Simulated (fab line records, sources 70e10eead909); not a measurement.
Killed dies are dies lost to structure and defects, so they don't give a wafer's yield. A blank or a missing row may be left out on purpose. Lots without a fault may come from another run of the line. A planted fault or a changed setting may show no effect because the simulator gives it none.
Chamber matching | flow nand_harc | NHARC_A_STAIRCASE_TRIM_196 on rie_diel-08: 4 sister chambers
The step chemistry O2, time 211.2 s. 16 wafers are shown with their chamber, then 8 later ones without.

WAFERS WITH THEIR CHAMBER
wafer  | chamber | drypump_motor_current_A (A) | showerhead_plenum_p_Torr (Torr) | rf_vpp_V (V)
L083.1 | 0       | 6.1                         | 3.34                            | 57.5
L083.2 | 1       | 5.0                         | 3.44                            | 58.0
L083.5 | 1       | 5.0                         | 3.44                            | 58.2
L082.1 | 3       | 5.3                         | 3.62                            | 57.5
L082.2 | 2       | 5.9                         | 3.63                            | 57.8
L082.5 | 3       | 5.3                         | 3.62                            | 56.1
L089.1 | 3       | 5.3                         | 3.61                            | 58.6
L089.3 | 2       | 5.9                         | 3.62                            | 57.6
L089.6 | 2       | 5.9                         | 3.62                            | 57.5
L092.1 | 1       | 5.1                         | 3.43                            | 56.4
L092.2 | 3       | 5.3                         | 3.61                            | 57.8
L092.6 | 0       | 6.1                         | 3.34                            | 55.5
L094.2 | 0       | 6.1                         | 3.33                            | 57.2
L094.4 | 1       | 5.0                         | 3.42                            | 57.7
L094.5 | 3       | 5.3                         | 3.60                            | 59.5
L095.3 | 0       | 6.1                         | 3.33                            | 56.5

SIGNATURES (means of the wafers above)
reading                  | chamber 0 | chamber 1 | chamber 2 | chamber 3 | scatter within a chamber
drypump_motor_current_A  | 6.100     | 5.025     | 5.900     | 5.300     | 0.025
showerhead_plenum_p_Torr | 3.3350    | 3.4325    | 3.6233    | 3.6120    | 0.00775
rf_vpp_V                 | 56.675    | 57.575    | 57.633    | 57.900    | 0.951
Rule: a wafer's distance from a chamber is the root of the sum, over the readings, of the square of ((its reading less the chamber's mean) divided by the reading's scatter). The wafer belongs to the nearest chamber; if the next one is less than 2 further off, it can't be placed. The scatter: the root of (the sum of the squares of (reading less its chamber's mean) over the shown wafers, divided by (wafers less chambers)).

WAFERS WITHOUT THEIR CHAMBER
wafer  | drypump_motor_current_A (A) | showerhead_plenum_p_Torr (Torr) | rf_vpp_V (V)
L095.4 | 5.9                         | 3.61                            | 58.6
L095.5 | 6.1                         | 3.33                            | 56.6
L095.1 | 5.0                         | 3.42                            | 58.1
L095.2 | 5.3                         | 3.60                            | 57.0
L095.6 | 5.0                         | 3.42                            | 58.4
L097.3 | 5.3                         | 3.60                            | 58.1
L097.4 | 5.1                         | 3.42                            | 58.3
L097.6 | 6.1                         | 3.32                            | 57.6

WHICH CHAMBER EACH WENT THROUGH
wafer  | from the rows above | in truth
L095.4 | 2                   | 2
L095.5 | 0                   | 0
L095.1 | 1                   | 1
L095.2 | 3                   | 3
L095.6 | 1                   | 1
L097.3 | 3                   | 3
L097.4 | 1                   | 1
L097.6 | 0                   | 0
Placed correctly: 8 of 8. Can't be placed from these rows: 0. Placed wrongly: 0.
